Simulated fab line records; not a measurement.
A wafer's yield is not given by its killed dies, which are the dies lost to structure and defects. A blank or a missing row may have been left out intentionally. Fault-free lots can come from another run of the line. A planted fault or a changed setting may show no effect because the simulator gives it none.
Matching of chambers + flow n5-finfet + N5_BEOL_M7_DESCUM_16 on rie-diel-04: 4 sister chambers
The step chemistry O2, time 7.9 s. 14 wafers are shown with their chamber, then 7 later ones without.

## EACH WAFER AND ITS CHAMBER
| wafer  | chamber | drypump-motor-current-A (A) | throttle-valve-pct (%) | oes-product-au (a.u.) |
|--------|---------|-----------------------------|------------------------|-----------------------|
| L074.2 | 1       | 5.4                         | 20.72                  | 0.86                  |
| L074.3 | 0       | 6.2                         | 20.38                  | 0.74                  |
| L074.4 | 2       | 4.7                         | 20.19                  | 0.73                  |
| L076.2 | 0       | 6.3                         | 20.38                  | 0.73                  |
| L076.4 | 1       | 5.4                         | 20.75                  | 0.85                  |
| L076.5 | 2       | 4.8                         | 20.21                  | 0.73                  |
| L077.3 | 1       | 5.4                         | 20.75                  | 0.85                  |
| L077.5 | 3       | 6.0                         | 20.35                  | 0.74                  |
| L077.6 | 2       | 4.8                         | 20.21                  | 0.73                  |
| L078.1 | 3       | 6.0                         | 20.36                  | 0.74                  |
| L078.4 | 2       | 4.8                         | 20.22                  | 0.72                  |
| L078.5 | 2       | 4.8                         | 20.21                  | 0.72                  |
| L087.1 | 2       | 4.8                         | 20.26                  | 0.71                  |
| L087.4 | 1       | 5.4                         | 20.78                  | 0.81                  |

SIGNATURES (means of the wafers above)
| reading                 | chamber 0 | chamber 1 | chamber 2 | chamber 3 | scatter within a chamber |
|-------------------------|-----------|-----------|-----------|-----------|--------------------------|
| drypump-motor-current-A | 6.250     | 5.400     | 4.783     | 6.000     | 0.0365                   |
| throttle-valve-pct      | 20.3800   | 20.7500   | 20.2167   | 20.3550   | 0.0214                   |
| oes-product-au          | 0.7350    | 0.8425    | 0.7233    | 0.7400    | 0.0136                   |
Rule: for each reading, subtract the chamber's mean from the wafer's reading, divide by that reading's scatter and square the result; add these up over the readings and take the root, which gives the wafer's distance from the chamber. If the next closest chamber is less than 2 further off than the closest, the wafer can't be placed; otherwise it belongs to the closest. The scatter: the root of (the sum of the squares of (reading less its chamber's mean) over the shown wafers, divided by (wafers less chambers)).

## WAFERS WHOSE CHAMBER IS MISSING
| wafer  | drypump-motor-current-A (A) | throttle-valve-pct (%) | oes-product-au (a.u.) |
|--------|-----------------------------|------------------------|-----------------------|
| L087.5 | 6.1                         | 20.37                  | 0.71                  |
| L090.1 | 5.3                         | 20.78                  | 0.81                  |
| L090.2 | 6.0                         | 20.37                  | 0.73                  |
| L090.3 | 6.3                         | 20.41                  | 0.73                  |
| L091.3 | 6.0                         | 20.40                  | 0.71                  |
| L091.4 | 6.0                         | 20.39                  | 0.71                  |
| L091.6 | 5.3                         | 20.78                  | 0.81                  |

## WHICH CHAMBER EACH WENT THROUGH
| wafer  | from the rows above     | in truth |
|--------|-------------------------|----------|
| L087.5 | can't be placed: 3 or 0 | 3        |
| L090.1 | 1                       | 1        |
| L090.2 | 3                       | 3        |
| L090.3 | 0                       | 0        |
| L091.3 | 3                       | 3        |
| L091.4 | 3                       | 3        |
| L091.6 | 1                       | 1        |
6 of 7 placed correctly. Not placeable from these rows: 1 (in 1, the candidates include the true chamber). Number placed wrongly: 0.
